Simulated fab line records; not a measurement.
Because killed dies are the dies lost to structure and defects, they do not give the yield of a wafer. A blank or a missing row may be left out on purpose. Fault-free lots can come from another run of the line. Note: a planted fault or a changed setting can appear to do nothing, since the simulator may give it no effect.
Problem report, 8D (eight disciplines) form, completed by code + flow n5 finfet + the parts of the form that need people (team, actions taken, sign-off) are left out

## 1. THE ISSUE
Wafers with no fault read 26001 W with a standard deviation of 4.7, whereas cathode dc power W at N5_BEOL_M14_SPUTTER_45 reads a mean of 20883 W on 1 wafer of 1 lot. That is -99 or more standard deviations from the usual mean.
The step: material Cu, target thk 100 nm, time 16.67 s.
First seen on wafer L836.4, day 13 23:55, on pvd sputter-02. At this step, 33 wafers from 11 lots have a number in the record. By rule, "out" or "out of limits" means more than 4 standard deviations away from the usual mean. The rest of the wafers with a number are treated as sound.

## 2. WHAT IT IS, WHAT IT ISN'T
| question                    | is                 | is not                                                                                             |
|-----------------------------|--------------------|----------------------------------------------------------------------------------------------------|
| which readings at this step | cathode dc power W | -                                                                                                  |
| which lots                  | L836               | L827, L831, L832, L833, L842, L844, L845, L846, L848, L850                                         |
| which wafers of those lots  | L836.4             | L836.3, L836.5                                                                                     |
| read on which tools         | pvd sputter-02     | pvd sputter-01, pvd sputter-03                                                                     |
| when                        | from day 13 23:55  | up to then (14 sound wafers); but 18 sound wafers of L842, L844, L845, L846, L848, L850 came after |

## 3. THE SUSPECTS, EACH WITH WHAT RULES IT OUT
Counting: if a tool at a process step up to the reading ran every lot that is out, it stays a suspect. Sound lots after the first of them don't rule it out here, since some wafers of a struck lot are sound.
- rie diel-03 at N5_BEOL_M14_ETCH_67 (etches SiARC in CF4, target depth 143 nm, time 238.3 s): kept. It ran the lot that is out, L836 (day 13 20:21); its last sound lot up to then is L832 (day 12 13:40).
- pvd sputter-02 at N5_BEOL_M14_SPUTTER_45 (material Cu, target thk 100 nm, time 16.67 s): kept. It ran the lot that is out, L836 (day 13 23:55); its last sound lot up to then is L832 (day 12 16:13). Out on those wafers are its own readings of cathode dc power W.
- The sound lot-mates ran in chamber 2 of rie diel-03 at N5_BEOL_M14_ETCH_67, but the wafers that are out ran in chamber 0.
What counting leaves: rie diel-03 at N5_BEOL_M14_ETCH_67 and pvd sputter-02 at N5_BEOL_M14_SPUTTER_45.

## 4. THE CAUSE (what the simulator had put in)
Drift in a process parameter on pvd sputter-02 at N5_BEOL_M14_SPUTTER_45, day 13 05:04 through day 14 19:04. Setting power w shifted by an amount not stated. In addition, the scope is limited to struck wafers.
Counting leaves 2 suspects; this tool is one of them.

## 5. THE CHAIN OF EFFECTS, in route order
Each row: a reading where the mean over the struck wafers with a number is more than 3 standard deviations away from the usual. Scope: only readings with a usual standard deviation given in the record; hours: median across lots of the time from each lot's start at the first step in this table that gives one to its start at this step; sigmas: change in usual standard deviations.
| hours | step                   | reading            | usual   | on struck wafers | change | sigmas      |
|-------|------------------------|--------------------|---------|------------------|--------|-------------|
| 0     | N5_BEOL_M14_SPUTTER_45 | cathode dc power W | 26001 W | 20883            | -5118  | -99 or more |
It contains these process steps:
- N5_BEOL_M14_SPUTTER_45: material Cu, target thk 100 nm, time 16.67 s.

## 6. HOW IT WOULD HAVE BEEN CAUGHT EARLIER
First out-of-limits reading in this record: day 13 23:55, which is 19 hours after fault onset at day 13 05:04.
